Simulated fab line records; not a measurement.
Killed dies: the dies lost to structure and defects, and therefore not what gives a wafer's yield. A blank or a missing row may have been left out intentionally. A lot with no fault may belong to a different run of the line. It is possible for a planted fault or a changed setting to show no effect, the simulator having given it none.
Comparing a struck lot with a sound one || flow n5 finfet || 39 steps out of a route of 1938
Sound: wafers L869.2, L869.3, L869.5. Struck: wafer L877.6 (L877.2, L877.4, from the same lot, were not struck and are left out); the cause is given at the end.
Order at every step that has rows: each side's tool, ch and its chambers, its first start. Under that, the readings that differ: sound wafers || struck wafers || difference of the means || sigmas: that difference in standard deviations of wafers without a fault.
alike: same words and numbers on both sides, and readings whose means sit less than 2 such deviations apart. not compared: any withheld reading, any reading some wafer has no value for, any bound like >300 that may hide the same value, and any number with overlapping values for which the record gives no deviation.
A row with sigmas, a row that says differs or no value, or rows on one side alone: a step with any of these is where the two part. Numbers that have no deviation but don't overlap get no sigmas and don't part them. A reading that every wafer of one side lacks parts them only if that side has two wafers or more.

first, 12 steps without rows for these wafers: N5_BEOL_M0_SAQP_DESCUM_19 (chemistry O2, time 7.9 s); N5_BEOL_M0_SAQP_ETCH_83 (etches SiARC in CF4, target depth 39 nm, time 65 s); N5_BEOL_M0_SAQP_ETCH_84 (etches SOC in N2/H2, target depth 100 nm, overetch 20 nm, time 150 s); N5_BEOL_M0_SAQP_STRIP_80 (strips in N2/H2); N5_BEOL_M0_SAQP_HM_OPEN_112 (chemistry CHF3/O2, target SiO2, stops on a-Si, target depth 12 nm, time 13.5 s); N5_BEOL_M0_SAQP_STRIP_113 (strips in CHF3/O2); N5_BEOL_M0_SAQP_MANDREL_ETCH_20 (etches a-Si in HBr/Cl2, stops on SiNx, target depth 60 nm, bt time 10 s, time 30 s); N5_BEOL_M0_SAQP_STRIP_86 (strips in N2/H2); N5_BEOL_M0_SAQP_STRIP_115 (strips in post etch residue remover, time 60 s); N5_BEOL_M0_SAQP_SRD_93 (time 30 s); N5_BEOL_M0_SAQP_RECESS_114 (chemistry HF/NH3, target SiO2, target depth 14.4 nm, afs cycles 3, sublimation time 60 s); N5_BEOL_M0_SAQP_SPACER1_ALD_98 (deposits SiO2, target thk 12.8 nm, pulse time 1 s, purge time 2 s).
N5_BEOL_M0_SAQP_SPACER1_ETCHBACK_99: etches SiO2 in CHF3/O2, target depth 15.4 nm, time 7.7 s.
  sound on rie diel-02 ch 0,3, day 8 01:12; struck on rie diel-02 ch 3, day 9 23:38
{"reading": "mfc ar sccm (sccm)", "sound": "198.8 200.2 199.5", "struck": 201.1, "difference": "+1.6", "sigmas": "+3"}
{"reading": "oes product au (a.u.)", "sound": "0.73 0.80 0.72", "struck": 0.59, "difference": -0.16, "sigmas": -2}
  alike: drypump motor current A, rf vpp V, showerhead plenum p Torr, throttle valve pct
  not compared: rf hours counter h
N5_BEOL_M0_SAQP_MANDREL1_REMOVE_100: chemistry HBr/Cl2/O2, target a-Si, stops on SiNx, bt time 10 s.
  sound on rie si-03 ch 1,2, day 8 01:17; struck on rie si-04 ch 2, day 9 23:44
{"reading": "oes product au (a.u.)", "sound": "0.993 0.972 0.973", "struck": 0.857, "difference": -0.122, "sigmas": -6}
  alike: drypump motor current A, throttle valve pct
  not compared: rf hours counter h
then, 2 steps without rows for these wafers: N5_BEOL_M0_SAQP_ETCH_101 (etches SiNx in CH3F/O2, target depth 29.9 nm, time 42.7 s); N5_BEOL_M0_SAQP_ETCH_102 (etches SiO2 in CF4, target depth 4 nm, time 4.4 s).
N5_BEOL_M0_SAQP_MANDREL_ETCH_103: etches a-Si in HBr/Cl2, stops on SiCN, target depth 45 nm, bt time 10 s, time 27 s.
  sound on rie si-04 ch 0,1,3, day 8 01:34; struck on rie si-03 ch 1, day 10 00:01
{"reading": "oes product au (a.u.)", "sound": "0.673 0.659 0.708", "struck": 0.587, "difference": -0.093, "sigmas": -7}
{"reading": "throttle valve pct (%)", "sound": "35.30 35.36 35.25", "struck": 35.91, "difference": "+0.61", "sigmas": "+2"}
  alike: drypump motor current A
  not compared: rf hours counter h
then, 20 steps without rows for these wafers: N5_BEOL_M0_SAQP_RECESS_104 (chemistry HF/NH3, target SiO2, target depth 18 nm, afs cycles 3, sublimation time 60 s); N5_BEOL_M0_SAQP_COAT_105 (time 60 s, resist thk 100 nm); N5_BEOL_M0_SAQP_ETCH_106 (etches SOC in N2/H2, stops on SiNx, target depth 150 nm); N5_BEOL_M0_SAQP_ETCH_107 (etches SiNx in CH3F/O2, target depth 30 nm); N5_BEOL_M0_SAQP_STRIP_108 (strips in N2/H2); N5_BEOL_M0_SAQP_RECESS_109 (chemistry HF/NH3, target SiO2, target depth 3 nm, afs cycles 1, sublimation time 60 s); N5_BEOL_M0_SAQP_SPACER2_ALD_26 (deposits SiO2, target thk 15 nm, pulse time 1 s, purge time 2 s); N5_BEOL_M0_SAQP_SPACER2_ETCHBACK_27 (etches SiO2 in CHF3/O2, target depth 22.5 nm, time 11.25 s); N5_BEOL_M0_SAQP_MANDREL2_REMOVE_110 (chemistry HBr/Cl2/O2, target a-Si, stops on SiCN, bt time 10 s); N5_BEOL_M0_SAQP_COAT_69 (time 60 s, resist thk 90 nm); N5_BEOL_M0_SAQP_COAT_72 (time 60 s, resist thk 15 nm); N5_BEOL_M0_SAQP_COAT_87 (time 60 s, resist thk 5 nm); N5_BEOL_M0_SAQP_COAT_34 (resist thk 30 nm); N5_BEOL_M0_SAQP_EBR_36; N5_BEOL_M0_SAQP_SOFTBAKE_35 (time 60 s); N5_BEOL_M0_SAQP_EXPOSE_37 (exposes mask M0 CUT1, target cd 30 nm); N5_BEOL_M0_SAQP_PEB_38 (peb time 60 s); N5_BEOL_M0_SAQP_DEVELOP_39 (develop time 30 s); N5_BEOL_M0_SAQP_DESCUM_45 (chemistry O2, time 7 s); N5_BEOL_M0_SAQP_ETCH_88 (etches underlayer in N2/H2, target depth 6.5 nm, time 5.2 s).
-- record jumps: 4 days separate the struck wafers' starts on either side; left off in module BEOL_M0_SAQP, taken up again in module BEOL_M4, whose first shown step is the route's number 1111 --
N5_BEOL_M4_RC_MEAS_101:
  sound on prober-01 ch 0, day 12 06:25; struck on prober-01 ch 0, day 14 11:48
  alike: DIBL_N, DIBL_P, IOFF_N, IOFF_P, ION_N, ION_P, SS_N, SS_P, VT_N, VT_P
-- a jump in the record: the struck wafers' starts before and after are 5 days apart (it breaks off in module BEOL_M4 and resumes in module PASSIVATION, where the first step shown is number 1936 of the route) --
N5_PASSIVATION_PROBE_49:
  struck on prober-02, day 19 07:40; sound on prober-01, day 16 15:48
{"reading": "defect limited yield (%)", "sound": 93.2, "struck": 79.7, "difference": -13.5, "sigmas": -9}
{"reading": "killed_at_M0_to_M3", "sound": 33, "struck": 184, "difference": "+151", "sigmas": "+15"}
{"reading": "killed dies", "sound": 80, "struck": 239, "difference": "+159", "sigmas": "+9"}
{"reading": "sort_bin_5_function (%)", "sound": 4.2, "struck": 16.9, "difference": "+12.7", "sigmas": "+13"}
{"reading": "sort n pass", "sound": 1100, "struck": 941, "difference": -159, "sigmas": -9}
{"reading": "sort yield pct (%)", "sound": 93.2, "struck": 79.7, "difference": -13.5, "sigmas": -9}
  alike: killed_at_M4_up, killed at contacts, killed at front end, killed at other, killed on rim, killed open, killed short, sort_bin_6_memory

WHERE THEY PART
At N5_BEOL_M0_SAQP_SPACER1_ETCHBACK_99 first; at N5_PASSIVATION_PROBE_49 last (within this record only).

WHY: whatever the simulator had introduced
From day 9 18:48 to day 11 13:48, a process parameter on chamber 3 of rie diel-02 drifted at N5_BEOL_M0_SAQP_SPACER1_ETCHBACK_99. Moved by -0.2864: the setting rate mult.
